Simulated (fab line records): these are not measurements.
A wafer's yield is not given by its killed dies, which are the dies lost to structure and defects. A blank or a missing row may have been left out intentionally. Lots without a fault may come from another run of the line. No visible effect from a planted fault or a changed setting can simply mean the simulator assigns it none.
The tool behind it: which one? / flow nand_harc / Sampling: 6 lots, 18 wafers, 2 of 1302 route steps

## WHAT THE GAUGES SHOWED, per wafer
NHARC_P_ZERO_WELL_CD_MEAS_24: the cd target is 720 nm.
lot=L340; measured=day 3 04:35; on=cd_sem-01; cd_nm (nm)=716.9 719.7 720.6
lot=L343; measured=day 4 10:39; on=cd_sem-02; cd_nm (nm)=723.5 720.7 721.4
lot=L347; measured=day 6 02:41; on=cd_sem-02; cd_nm (nm)=728.6 726.7 729.1
lot=L350; measured=day 7 08:25; on=cd_sem-01; cd_nm (nm)=728.6 729.7 729.1
lot=L352; measured=day 8 04:35; on=cd_sem-02; cd_nm (nm)=731.4 731.4 730.5
lot=L357; measured=day 10 06:35; on=cd_sem-02; cd_nm (nm)=718.9 719.6 719.8

## WHICH TOOL RAN EACH LOT (tool, then ch and the chambers of the sampled wafers, then the start)
lot=L340; NHARC_P_ZERO_WELL_EXPOSE_21=krf_scanner-04 ch 0, day 3 04:25
lot=L343; NHARC_P_ZERO_WELL_EXPOSE_21=krf_scanner-04 ch 0, day 4 10:30
lot=L347; NHARC_P_ZERO_WELL_EXPOSE_21=krf_scanner-04 ch 0, day 6 02:31
lot=L350; NHARC_P_ZERO_WELL_EXPOSE_21=krf_scanner-04 ch 0, day 7 08:15
lot=L352; NHARC_P_ZERO_WELL_EXPOSE_21=krf_scanner-04 ch 0, day 8 04:26
lot=L357; NHARC_P_ZERO_WELL_EXPOSE_21=krf_scanner-02 ch 0, day 10 06:25
- NHARC_P_ZERO_WELL_EXPOSE_21: exposes mask P NWELL, target cd 720 nm.

## THE ANSWER, worked out from the rows above alone
Rule: what is usual is taken from the lots themselves. Put in order of their means at a reading, lots are off if they are a third of the lots or fewer, leave a main group of 4 or more, and stand apart from it by a gap of 3 or more times the standard deviation of the main group's means; of several such gaps the widest counts. A main group is skipped when, at the precision printed for the reading in the tables above, its means are all equal. A lot without any number at a reading at which 4 lots or more have one is off too. Where the step has rows for the other lots, those lots are counted as sound.
No lot is off on any of the readings shown, so nothing can be concluded from this.

## WHAT THE SIMULATOR HAD INSERTED
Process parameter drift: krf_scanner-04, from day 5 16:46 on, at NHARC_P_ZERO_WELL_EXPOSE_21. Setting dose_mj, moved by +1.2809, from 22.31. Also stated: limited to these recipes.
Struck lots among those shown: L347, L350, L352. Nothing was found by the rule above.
